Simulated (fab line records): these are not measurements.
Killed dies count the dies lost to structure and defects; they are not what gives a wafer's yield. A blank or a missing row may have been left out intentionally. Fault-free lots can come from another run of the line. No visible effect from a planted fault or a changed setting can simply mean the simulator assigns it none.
Matching of chambers / flow n5-finfet / N5_BEOL_M15_ILD_DEP_00 on pecvd-02: 3 sister chambers
The step deposits SiO2 from TEOS/O2, target thk 1629.3 nm, time 346.1 s. 16 wafers are shown with their chamber, then 8 later ones without.

EACH WAFER AND ITS CHAMBER
wafer=L076.1; chamber=1; throttle-valve-pct (%)=19.1; heater-power-w (W)=524; heater-power-outer-w (W)=294
wafer=L076.2; chamber=2; throttle-valve-pct (%)=16.8; heater-power-w (W)=643; heater-power-outer-w (W)=364
wafer=L076.4; chamber=2; throttle-valve-pct (%)=16.3; heater-power-w (W)=738; heater-power-outer-w (W)=437
wafer=L075.1; chamber=0; throttle-valve-pct (%)=18.7; heater-power-w (W)=397; heater-power-outer-w (W)=211
wafer=L075.2; chamber=2; throttle-valve-pct (%)=16.5; heater-power-w (W)=722; heater-power-outer-w (W)=429
wafer=L075.3; chamber=1; throttle-valve-pct (%)=19.1; heater-power-w (W)=473; heater-power-outer-w (W)=269
wafer=L085.1; chamber=0; throttle-valve-pct (%)=18.7; heater-power-w (W)=427; heater-power-outer-w (W)=232
wafer=L085.5; chamber=2; throttle-valve-pct (%)=16.8; heater-power-w (W)=739; heater-power-outer-w (W)=433
wafer=L085.6; chamber=1; throttle-valve-pct (%)=19.0; heater-power-w (W)=559; heater-power-outer-w (W)=312
wafer=L087.1; chamber=2; throttle-valve-pct (%)=16.7; heater-power-w (W)=738; heater-power-outer-w (W)=424
wafer=L087.5; chamber=1; throttle-valve-pct (%)=19.3; heater-power-w (W)=535; heater-power-outer-w (W)=308
wafer=L087.6; chamber=0; throttle-valve-pct (%)=18.8; heater-power-w (W)=344; heater-power-outer-w (W)=163
wafer=L089.1; chamber=2; throttle-valve-pct (%)=16.8; heater-power-w (W)=736; heater-power-outer-w (W)=414
wafer=L089.3; chamber=1; throttle-valve-pct (%)=19.1; heater-power-w (W)=494; heater-power-outer-w (W)=283
wafer=L089.4; chamber=2; throttle-valve-pct (%)=16.6; heater-power-w (W)=607; heater-power-outer-w (W)=323
wafer=L086.1; chamber=0; throttle-valve-pct (%)=18.6; heater-power-w (W)=383; heater-power-outer-w (W)=205

SIGNATURES (averages over the wafers above)
reading=throttle-valve-pct; chamber 0=18.700; chamber 1=19.120; chamber 2=16.643; scatter within a chamber=0.148
reading=heater-power-w; chamber 0=387.75; chamber 1=517.00; chamber 2=703.29; scatter within a chamber=44.9
reading=heater-power-outer-w; chamber 0=202.75; chamber 1=293.20; chamber 2=403.43; scatter within a chamber=34
Rule: for each reading, subtract the chamber's mean from the wafer's reading, divide by that reading's scatter and square the result; add these up over the readings and take the root, which gives the wafer's distance from the chamber. If the next closest chamber is less than 2 further off than the closest, the wafer can't be placed; otherwise it belongs to the closest. The scatter: the root of (the sum of the squares of (reading less its chamber's mean) over the shown wafers, divided by (wafers less chambers)).

WAFERS WHOSE CHAMBER IS MISSING
wafer=L086.2; throttle-valve-pct (%)=19.3; heater-power-w (W)=421; heater-power-outer-w (W)=225
wafer=L086.4; throttle-valve-pct (%)=18.6; heater-power-w (W)=444; heater-power-outer-w (W)=245
wafer=L097.1; throttle-valve-pct (%)=19.0; heater-power-w (W)=490; heater-power-outer-w (W)=269
wafer=L097.2; throttle-valve-pct (%)=16.7; heater-power-w (W)=637; heater-power-outer-w (W)=349
wafer=L097.3; throttle-valve-pct (%)=18.4; heater-power-w (W)=392; heater-power-outer-w (W)=202
wafer=L096.1; throttle-valve-pct (%)=18.7; heater-power-w (W)=438; heater-power-outer-w (W)=235
wafer=L096.4; throttle-valve-pct (%)=18.7; heater-power-w (W)=334; heater-power-outer-w (W)=160
wafer=L096.6; throttle-valve-pct (%)=18.9; heater-power-w (W)=411; heater-power-outer-w (W)=220

WHICH CHAMBER EACH ONE RAN IN
wafer=L086.2; from the rows above=can't be placed: 1 or 0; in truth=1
wafer=L086.4; from the rows above=0; in truth=0
wafer=L097.1; from the rows above=1; in truth=1
wafer=L097.2; from the rows above=2; in truth=2
wafer=L097.3; from the rows above=0; in truth=0
wafer=L096.1; from the rows above=0; in truth=0
wafer=L096.4; from the rows above=0; in truth=0
wafer=L096.6; from the rows above=can't be placed: 0 or 1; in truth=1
Correct placement for 6 of the 8. These rows do not allow placing 2 (true chamber among the candidates in 2). Wrongly placed: 0.
